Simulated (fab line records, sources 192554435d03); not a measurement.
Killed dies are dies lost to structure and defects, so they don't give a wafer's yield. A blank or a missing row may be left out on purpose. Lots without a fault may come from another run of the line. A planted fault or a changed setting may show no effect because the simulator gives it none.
Chamber matching | flow n5_finfet | N5_BEOL_M3_ETCH_63 on rie_diel-02: 4 sister chambers
The step etches SiARC in CF4, target depth 15.6 nm, time 26 s. 4 wafers are shown with their chamber, then 12 later ones without.

WAFERS WITH THEIR CHAMBER
wafer  | chamber | drypump_motor_current_A (A)
L086.3 | 1       | 6.4
L086.5 | 2       | 6.1
L087.5 | 3       | 4.7
L087.6 | 0       | 5.7

WAFERS WITHOUT THEIR CHAMBER
wafer  | drypump_motor_current_A (A)
L089.3 | 4.7
L089.4 | 5.8
L089.6 | 4.7
L094.2 | 4.7
L094.4 | 5.8
L094.5 | 5.7
L095.1 | 6.1
L095.2 | 5.8
L095.3 | 4.8
L095.4 | 6.4
L095.5 | 6.1
L095.6 | 6.4

WHICH CHAMBER EACH WENT THROUGH
wafer  | from the rows above | in truth
L089.3 | 3                   | 3
L089.4 | 0                   | 0
L089.6 | 3                   | 3
L094.2 | 3                   | 3
L094.4 | 0                   | 0
L094.5 | 0                   | 0
L095.1 | 2                   | 2
L095.2 | 0                   | 0
L095.3 | 3                   | 3
L095.4 | 1                   | 1
L095.5 | 2                   | 2
L095.6 | 1                   | 1
Placed correctly: 12 of 12. Can't be placed from these rows: 0. Placed wrongly: 0.
How it was worked out, from the rows above alone: a wafer's distance from a chamber is the root of the sum, over the readings, of the square of ((its reading less the chamber's mean) divided by the reading's scatter). The wafer belongs to the nearest chamber; if the next one is less than 2 further off, it can't be placed. A chamber's mean is the mean of its shown wafers. The scatter: with one shown wafer a chamber, the root of the mean of the squares of how far each hidden wafer lies from its nearest shown one.
